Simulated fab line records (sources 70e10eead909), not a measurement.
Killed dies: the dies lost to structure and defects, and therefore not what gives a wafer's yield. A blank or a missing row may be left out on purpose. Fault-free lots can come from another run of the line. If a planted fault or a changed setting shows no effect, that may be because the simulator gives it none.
A struck lot beside a sound one + flow nandHarc + 13 steps out of a route of 1302
Sound: these wafers, L441.2, L441.5, L441.6. Wafers L456.1, L456.3, L456.4 were the ones struck. Last of all comes the cause.
Per side, at each step with rows, come the tool, then ch with its chambers, and then its first start. Under that, the readings that differ: sound wafers + struck wafers + difference of the means + sigmas: that difference in standard deviations of wafers without a fault.
alike: words and numbers the same on both sides, and readings whose means are apart by under 2 such deviations; not compared: readings that were withheld, readings missing a value for some wafer, numbers with overlapping values and no deviation given by the record, and bounds like >300 which may hide the same value.
A row with sigmas, a row that says differs or no value, or rows on one side alone: a step with any of these is where the two part. Numbers that have no deviation but don't overlap get no sigmas and don't part them. A reading that every wafer of one side lacks parts them only if that side has two wafers or more.

NHARC_A_SOURCE_PLATE_THK_MEAS_06: measures by ellipsometry.
  sound on filmMetro-02, day 8 11:54; struck on filmMetro-01, day 14 22:14
  alike: thkNm
NHARC_A_SOURCE_PLATE_INSPECT_08:
  sound on defectInspect-01, day 8 11:58; struck on defectInspect-02, day 14 22:18
  alike: rawDefectCount
then NHARC_A_ONON_D1_DEP_00 (target thk 1000 nm), 1 step lacking rows for these wafers.
NHARC_A_ONON_D1_THK_MEAS_02: measures by ellipsometry.
  sound on filmMetro-02, day 8 12:33; struck on filmMetro-01, day 14 22:53
  alike: thkNm
then NHARC_A_ONON_D1_DEP_03 (target thk 1000 nm), 1 step lacking rows for these wafers.
NHARC_A_ONON_D1_THK_MEAS_05: measures by ellipsometry.
  sound on filmMetro-02, day 8 13:07; struck on filmMetro-02, day 14 23:27
  alike: thkNm
then NHARC_A_ONON_D1_DEP_06 (target thk 1000 nm), 1 step lacking rows for these wafers.
NHARC_A_ONON_D1_THK_MEAS_08: measures by ellipsometry.
  sound on filmMetro-02, day 8 13:40; struck on filmMetro-01, day 15 00:01
  alike: thkNm
then NHARC_A_ONON_D1_DEP_09 (target thk 1000 nm), 1 step lacking rows for these wafers.
NHARC_A_ONON_D1_THK_MEAS_11: measures by ellipsometry.
  sound on filmMetro-02, day 8 14:14; struck on filmMetro-01, day 15 00:34
  alike: thkNm
NHARC_A_ONON_D1_DEP_12: target thk 1000 nm.
  sound on pecvdOnon-01 ch 0, day 8 14:21; struck on pecvdOnon-04 ch 0, day 15 00:38
  alike: n2oFlowSccm, nh3FlowSccm
NHARC_A_ONON_D1_THK_MEAS_14: measures by ellipsometry.
  sound on filmMetro-01, day 8 14:49; struck on filmMetro-02, day 15 01:18
| reading    | sound       | struck         | difference | sigmas      |
|------------|-------------|----------------|------------|-------------|
| thkNm (nm) | 988 985 986 | 1852 1854 1855 | +867       | +99 or more |
  not compared: hold
NHARC_END_SORT_01:
  the record has rows for the sound wafers here (prober-01 ch 0, day 25 12:59) and none for the struck ones

## WHERE THEY PART
First at NHARC_A_ONON_D1_THK_MEAS_14; last, within this record, at NHARC_END_SORT_01.

WHY: the cause the simulator had injected
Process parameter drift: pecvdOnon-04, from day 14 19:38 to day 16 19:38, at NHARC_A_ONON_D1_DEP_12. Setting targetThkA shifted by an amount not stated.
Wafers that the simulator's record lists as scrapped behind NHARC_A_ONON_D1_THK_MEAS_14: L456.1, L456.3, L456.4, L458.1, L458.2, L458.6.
